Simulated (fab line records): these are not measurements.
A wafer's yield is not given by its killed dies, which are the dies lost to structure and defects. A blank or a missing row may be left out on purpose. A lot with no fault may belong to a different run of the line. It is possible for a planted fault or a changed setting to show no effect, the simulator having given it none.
Matching of chambers | flow nand harc | 3 sister chambers for NHARC_A_STAIRCASE_DEP_156 on pecvd-04
The step deposits SiNx, target thk 50 nm. 3 wafers are shown with their chamber, then 7 later ones without.

== WAFERS PAIRED WITH THEIR CHAMBERS ==
wafer  | chamber | heater power w (W)
L086.3 | 2       | 545
L088.1 | 0       | 629
L088.3 | 1       | 757

== WAFERS WITH NO CHAMBER GIVEN ==
wafer  | heater power w (W)
L088.4 | 758
L090.2 | 597
L090.4 | 580
L090.6 | 806
L092.2 | 645
L092.3 | 594
L092.5 | 774

== EACH ONE'S CHAMBER ==
wafer  | from the rows above     | in truth
L088.4 | 1                       | 1
L090.2 | can't be placed: 0 or 2 | 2
L090.4 | can't be placed: 2 or 0 | 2
L090.6 | 1                       | 1
L092.2 | 0                       | 0
L092.3 | can't be placed: 0 or 2 | 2
L092.5 | 1                       | 1
Placed correctly: 4 of 7. These rows do not allow placing 3 (true chamber among the candidates in 3). Placed wrongly: 0.
How it was worked out, from the rows above alone: a wafer's distance from a chamber is the root of the sum, over the readings, of the square of ((its reading less the chamber's mean) divided by the reading's scatter). The wafer belongs to the nearest chamber; if the next one is less than 2 further off, it can't be placed. Each chamber's mean is taken over the wafers shown for it. The scatter (one wafer shown for each chamber): square how far every hidden wafer sits from the nearest shown wafer, average those squares and take the square root.
